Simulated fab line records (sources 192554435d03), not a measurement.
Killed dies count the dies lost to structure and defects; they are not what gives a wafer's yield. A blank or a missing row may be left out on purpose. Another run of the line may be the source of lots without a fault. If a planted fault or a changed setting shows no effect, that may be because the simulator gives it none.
A single fault, viewed from 3 desks	flow n5 finfet	only its own numbers are on each desk; what lay behind them is given at the end

## THE METROLOGY DESK
Lot by lot, what the gauges showed, no matter which tool ran the lot: averages of those sampled wafers that carry a number. A lot is out of limits, marked OUT, if its mean lies more than 4 standard deviations from the usual mean; the brackets give that distance. Shown here are 7 of its 10 readings, the ones lying furthest out on some lot.
Columns: A = DIBL_N at N5_BEOL_M4_RC_MEAS_101, usual 36.1 mV/V; B = DIBL_P at N5_BEOL_M4_RC_MEAS_101, usual 36.6 mV/V; C = IOFF_P at N5_BEOL_M4_RC_MEAS_101, usual 0.210 nA/um; D = ION_P at N5_BEOL_M4_RC_MEAS_101, usual 464 uA/um; E = SS_P at N5_BEOL_M4_RC_MEAS_101, usual 73.3 mV/dec; F = VT_N at N5_BEOL_M4_RC_MEAS_101, usual 249.1 mV; G = VT_P at N5_BEOL_M4_RC_MEAS_101, usual -250 mV
lot	first seen here	A	B	C	D	E	F	G
L547	day 8 13:53	35.5	37.0	0.220	476	73.2	250.0	-247
L546	day 8 18:49	35.4	35.2	0.191	462	73.3	253.3	-252
L549	day 9 15:33	34.6	35.1	0.190	461	72.9	250.8	-252
L551	day 9 23:47	37.9	38.6	0.204	459	74.0	249.9	-253
L554	day 10 19:41	37.1	35.9	0.180	460	73.0	251.5	-253
L553	day 11 08:06	34.7	36.4	0.210	463	72.8	249.9	-248
L560	day 12 15:07	37.0	36.7	0.207	462	73.9	248.0	-252
L564	day 12 19:46	35.7	36.8	0.222	473	73.5	247.8	-245
Finding of this desk: none of the 8 lots has anything out of limits.

## FOR THE TOOL OWNER'S DESK: rie diel-06
The tool's own readings at N5_MOL_CONTACT_COAG_ETCH_59 (etches underlayer in N2/H2, target depth 13 nm, time 10.4 s): means of the sampled wafers that have a number, for each lot that ran on this tool. A lot is out of limits, marked OUT, if its mean lies more than 4 standard deviations from the usual mean; the brackets give that distance. It has 9 readings, of which 7 appear: the earliest out of limits, and the ones furthest out on some lot.
Columns: A = chamber pressure mTorr at N5_MOL_CONTACT_COAG_ETCH_59, usual 29.997 mTorr; B = drypump motor current A at N5_MOL_CONTACT_COAG_ETCH_59, usual 5.4 A; C = etch rf on time s at N5_MOL_CONTACT_COAG_ETCH_59, usual 10.25 s; D = h2 flow sccm at N5_MOL_CONTACT_COAG_ETCH_59, usual 200.1 sccm; E = oes product au at N5_MOL_CONTACT_COAG_ETCH_59, usual 0.66 a.u.; F = showerhead plenum p Torr at N5_MOL_CONTACT_COAG_ETCH_59, usual 2.60 Torr; G = throttle valve pct at N5_MOL_CONTACT_COAG_ETCH_59, usual 17.87 %
lot	first seen here	A	B	C	D	E	F	G
L546	day 5 10:10	30.007	5.4	10.27	200.2	0.63	2.63	17.59
L547	day 5 11:04	30.002	5.3	10.02	200.2	0.67	2.65	17.95
L560	day 8 12:19	29.974	5.2	9.08 (-4.3) OUT	199.4	0.68	2.62	17.67
L564	day 9 17:15	29.980	5.7	8.71 (-5.7) OUT	199.9	0.80	2.52	17.79
This desk finds L560, L564 out of limits, L560 being first, at day 8 12:19 (etch rf on time s at N5_MOL_CONTACT_COAG_ETCH_59). In limits: L546, L547.

## THE DEFECT DESK
For each lot, the counts of the inspections along the route, averaged over the sampled wafers that have a number. A lot is out of limits, marked OUT, if its mean lies more than 4 standard deviations from the usual mean; the brackets give that distance.
Columns: A = raw defect count at N5_MOL_CONTACT_COAG_INSPECT_10, usual 68
lot	first seen here	A
L546	day 5 10:05	50
L547	day 5 10:59	48
L549	day 6 00:26	79
L551	day 6 10:47	49
L554	day 7 04:37	84
L553	day 7 10:33	63
L560	day 8 12:12	86
L564	day 9 17:11	81
Finding of this desk: none of the 8 lots has anything out of limits.

## BROUGHT TOGETHER
On L560, L564, at day 8 12:19, an alarm was possible from the tool owner's desk.
Metrology desk: nothing out of limits seen.
Nothing the defect desk looked at was out of limits.
The metrology desk holds a record of L560, L564, inside its limits.
The defect desk has L560, L564 on record, within its limits.
The lots listed all ran N5_MOL_CONTACT_COAG_ETCH_59 on rie diel-06.

## WHAT THE SIMULATOR PUT IN
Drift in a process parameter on rie diel-06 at N5_MOL_CONTACT_COAG_ETCH_59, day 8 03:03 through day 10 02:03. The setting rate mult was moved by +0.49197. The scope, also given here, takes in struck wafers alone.
Struck lots among those shown: L560, L564.
Delay in hours, fault start to first out-of-limits reading, by desk: the tool owner's desk at 9.
